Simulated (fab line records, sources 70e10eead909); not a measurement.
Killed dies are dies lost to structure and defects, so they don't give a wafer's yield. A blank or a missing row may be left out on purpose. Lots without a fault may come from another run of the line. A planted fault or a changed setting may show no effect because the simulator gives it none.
Which tool did it? | flow nand_harc | 12 lots, 36 wafers sampled, at 6 steps of a route of 1302

WHAT THE GAUGES READ, wafer by wafer
NHARC_P_ZERO_WELL_CD_MEAS_11: target cd 500 nm.
lot  | measured     | on        | cd_nm (nm)
L373 | day 1 21:07  | cd_sem-01 | 498.3 500.0 500.1
L374 | day 2 07:14  | cd_sem-02 | 502.6 502.1 500.2
L376 | day 3 03:14  | cd_sem-03 | 499.7 497.7 499.6
L379 | day 4 09:18  | cd_sem-01 | 494.3 493.8 495.5
L381 | day 5 05:32  | cd_sem-02 | 494.5 499.4 497.0
L383 | day 6 01:14  | cd_sem-03 | 502.1 501.0 496.8
L389 | day 8 13:14  | cd_sem-03 | 495.9 498.2 498.6
L391 | day 9 09:07  | cd_sem-02 | 499.0 502.3 493.6
L392 | day 9 19:14  | cd_sem-01 | 495.0 498.3 499.6
L393 | day 10 05:16 | cd_sem-02 | 497.7 497.9 502.6
L394 | day 10 15:28 | cd_sem-01 | 502.4 499.0 501.4
L395 | day 11 01:27 | cd_sem-03 | 494.1 495.2 499.2

NHARC_P_ZERO_WELL_CD_MEAS_37: target cd 720 nm.
lot  | measured     | on        | cd_nm (nm)
L373 | day 2 00:04  | cd_sem-02 | 724.3 720.2 721.5
L374 | day 2 13:11  | cd_sem-01 | 719.4 722.6 718.8
L376 | day 3 06:16  | cd_sem-02 | 717.0 720.9 718.8
L379 | day 4 12:21  | cd_sem-02 | 716.5 722.7 721.9
L381 | day 5 08:34  | cd_sem-03 | 721.2 718.1 721.9
L383 | day 6 04:17  | cd_sem-02 | 719.2 719.1 719.5
L389 | day 8 16:07  | cd_sem-01 | 724.9 719.6 725.0
L391 | day 9 11:59  | cd_sem-01 | 718.9 717.6 722.1
L392 | day 9 22:04  | cd_sem-01 | 720.2 720.7 719.9
L393 | day 10 08:16 | cd_sem-02 | 720.9 721.4 725.0
L394 | day 10 18:27 | cd_sem-02 | 717.8 718.2 720.2
L395 | day 11 04:19 | cd_sem-01 | 724.9 722.6 720.3

NHARC_P_ZERO_WELL_CD_MEAS_52: target cd 2000 nm.
lot  | measured     | on        | cd_nm (nm)
L373 | day 2 01:41  | cd_sem-02 | 2001.2 2002.5 2000.9
L374 | day 2 14:43  | cd_sem-01 | 2001.5 1999.9 2001.5
L376 | day 3 07:55  | cd_sem-02 | 1995.2 1997.2 1997.2
L379 | day 4 13:59  | cd_sem-02 | 1996.9 1996.1 1998.0
L381 | day 5 10:05  | cd_sem-02 | - - -
L383 | day 6 05:55  | cd_sem-01 | 2001.3 1999.9 2001.9
L389 | day 8 17:38  | cd_sem-03 | 2003.0 1997.1 1999.5
L391 | day 9 13:37  | cd_sem-01 | 2001.6 2002.3 2002.3
L392 | day 9 23:42  | cd_sem-02 | 2001.2 2000.1 2000.7
L393 | day 10 09:54 | cd_sem-01 | 2001.1 2001.8 2001.4
L394 | day 10 19:58 | cd_sem-03 | 2003.4 2000.5 1998.0
L395 | day 11 05:51 | cd_sem-03 | 1998.8 1999.6 1996.0

NHARC_END_SORT_01.
lot  | measured     | on        | killed_at_array | killed_at_other | killed_at_periphery | killed_dies | killed_open | killed_short
L381 | day 27 17:02 | prober-02 | 65 80 75        | 0 2 0           | 612 595 602         | 677 677 677 | 1 7 3       | 2 3 2

WHICH TOOL RAN EACH LOT (tool, then ch and the chambers of the sampled wafers, then the start)
lot  | NHARC_P_ZERO_WELL_EXPOSE_49       | NHARC_P_GATE_DESCUM_31
L373 | krf_scanner-03 ch 0, day 2 01:32  | rie_diel-05 ch 0,2,3, day 5 08:16
L374 | krf_scanner-03 ch 0, day 2 14:33  | rie_diel-05 ch 0,3, day 5 17:04
L376 | krf_scanner-02 ch 0, day 3 07:45  | rie_diel-05 ch 0,2,3, day 6 12:52
L379 | krf_scanner-02 ch 0, day 4 13:50  | rie_diel-05 ch 1,2,3, day 7 14:07
L381 | krf_scanner-03 ch 0, day 5 09:56  | -
L383 | krf_scanner-03 ch 0, day 6 05:46  | rie_diel-05 ch 1,3, day 9 12:02
L389 | krf_scanner-01 ch 0, day 8 17:29  | rie_diel-09 ch 1,2,3, day 11 19:50
L391 | krf_scanner-02 ch 0, day 9 13:28  | rie_diel-10 ch 1,2, day 12 15:23
L392 | krf_scanner-03 ch 0, day 9 23:32  | rie_diel-10 ch 0,1,2, day 13 05:59
L393 | krf_scanner-01 ch 0, day 10 09:45 | rie_diel-09 ch 2,3, day 13 11:59
L394 | krf_scanner-01 ch 0, day 10 19:49 | rie_diel-09 ch 2,3, day 13 21:35
L395 | krf_scanner-01 ch 0, day 11 05:41 | rie_diel-10 ch 0,1,2, day 14 06:18
- NHARC_P_ZERO_WELL_EXPOSE_49: exposes mask P HVPW, target cd 2000 nm.
- NHARC_P_GATE_DESCUM_31: chemistry O2, time 3 s.

WHAT THE TOOLS THEMSELVES READ (means of the sampled wafers that have a number; where no wafer has one, the mark that the record gives instead)
NHARC_P_ZERO_WELL_EXPOSE_49.
lot  | tool           | focus_offset_nm (nm)
L373 | krf_scanner-03 | 0.5
L374 | krf_scanner-03 | 0.3
L376 | krf_scanner-02 | 0.2
L379 | krf_scanner-02 | 0.1
L381 | krf_scanner-03 | 1.0
L383 | krf_scanner-03 | 0.6
L389 | krf_scanner-01 | 0.2
L391 | krf_scanner-02 | 0.9
L392 | krf_scanner-03 | 0.7
L393 | krf_scanner-01 | -0.4
L394 | krf_scanner-01 | 0.4
L395 | krf_scanner-01 | 0.2

NHARC_P_GATE_DESCUM_31.
lot  | tool        | drypump_motor_current_A (A) | oes_product_au (a.u.) | rf_vpp_V (V) | showerhead_plenum_p_Torr (Torr) | throttle_valve_pct (%)
L373 | rie_diel-05 | 6.3                         | 1.008                 | 57.3         | 1.91                            | 11.314
L374 | rie_diel-05 | 6.5                         | 1.004                 | 57.6         | 1.86                            | 11.309
L376 | rie_diel-05 | 6.3                         | 1.005                 | 57.9         | 1.91                            | 11.309
L379 | rie_diel-05 | 6.1                         | 1.008                 | 58.1         | 1.93                            | 11.322
L383 | rie_diel-05 | 6.0                         | 1.000                 | 58.2         | 1.91                            | 11.307
L389 | rie_diel-09 | 5.2                         | 1.010                 | 57.9         | 1.89                            | 11.313
L391 | rie_diel-10 | 5.0                         | 1.005                 | 58.6         | 1.95                            | 11.313
L392 | rie_diel-10 | 5.1                         | 1.012                 | 58.7         | 1.89                            | 11.303
L393 | rie_diel-09 | 5.4                         | 1.007                 | 57.1         | 1.85                            | 11.306
L394 | rie_diel-09 | 5.5                         | 1.010                 | 57.5         | 1.86                            | 11.315
L395 | rie_diel-10 | 5.1                         | 1.010                 | 57.6         | 1.89                            | 11.317

THE ANSWER, worked out from the rows above alone
Rule: what is usual is taken from the lots themselves. Put in order of their means at a reading, lots are off if they are a third of the lots or fewer, leave a main group of 4 or more, and stand apart from it by a gap of 3 or more times the standard deviation of the main group's means; of several such gaps the widest counts. A main group whose means are all the same, to the digits that the tables above print for the reading, isn't used. A lot without any number at a reading at which 4 lots or more have one is off too. The other lots that the step has rows for count as sound. The gauges are gone through in route order, then the tools' own readings, and for those a lot's mean is taken as printed above. The first step at which some lot is off is used, and at that step the reading that is off furthest; a lot without a number counts as furthest.
Off: L381, at NHARC_P_ZERO_WELL_CD_MEAS_52 (cd_nm). Without a number there: L381. The main group: mean 2000.0 nm, standard deviation 1.8.
A tool fits if, at a process step before that reading, it ran every lot that is off, and no sound lot after the first of them. The gauges at NHARC_P_ZERO_WELL_CD_MEAS_52 are tried like those tools. None of those tried fits.

WHAT THE SIMULATOR HAD PUT IN
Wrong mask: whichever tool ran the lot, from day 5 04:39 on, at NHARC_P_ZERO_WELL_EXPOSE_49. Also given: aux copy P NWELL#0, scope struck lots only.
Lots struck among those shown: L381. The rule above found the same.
